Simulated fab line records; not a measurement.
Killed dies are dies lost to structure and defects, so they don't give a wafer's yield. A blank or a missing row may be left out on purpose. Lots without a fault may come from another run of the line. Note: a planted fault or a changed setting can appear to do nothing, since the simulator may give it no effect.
Matching of chambers -- flow n5_finfet -- N5_BEOL_M9_STRIP_19 on rie_diel-03 has 4 sister chambers
The step strips in O2. 7 wafers are shown with their chamber, then 7 later ones without.

WAFERS, EACH WITH ITS CHAMBER
wafer,chamber,throttle_valve_pct (%),showerhead_plenum_p_Torr (Torr)
L083.6,2,16.51,2.16
L089.5,2,16.49,2.15
L087.2,0,16.41,2.05
L087.4,1,16.52,2.11
L087.5,1,16.50,2.11
L091.1,3,16.96,2.07
L091.3,0,16.40,2.05

WAFERS MISSING THEIR CHAMBER
wafer,throttle_valve_pct (%),showerhead_plenum_p_Torr (Torr)
L091.6,16.42,2.05
L095.1,16.98,2.07
L095.2,16.54,2.10
L095.3,16.53,2.15
L095.4,16.41,2.05
L095.5,16.54,2.10
L095.6,16.54,2.15

WHICH CHAMBER EACH WENT THROUGH
wafer,from the rows above,in truth
L091.6,0,0
L095.1,3,3
L095.2,1,1
L095.3,2,2
L095.4,0,0
L095.5,1,1
L095.6,2,2
Correctly placed: 7 of 7. Left unplaced by these rows: 0. Wrongly placed: 0.
How it was worked out, from the rows above alone: a wafer's distance from a chamber is the root of the sum, over the readings, of the square of ((its reading less the chamber's mean) divided by the reading's scatter). The wafer belongs to the nearest chamber; if the next one is less than 2 further off, it can't be placed. The mean given for a chamber averages the wafers shown for that chamber. How the scatter is found: for the shown wafers, subtract from each reading the mean of its chamber, square and add these, divide the total by (wafers less chambers), then take the root.
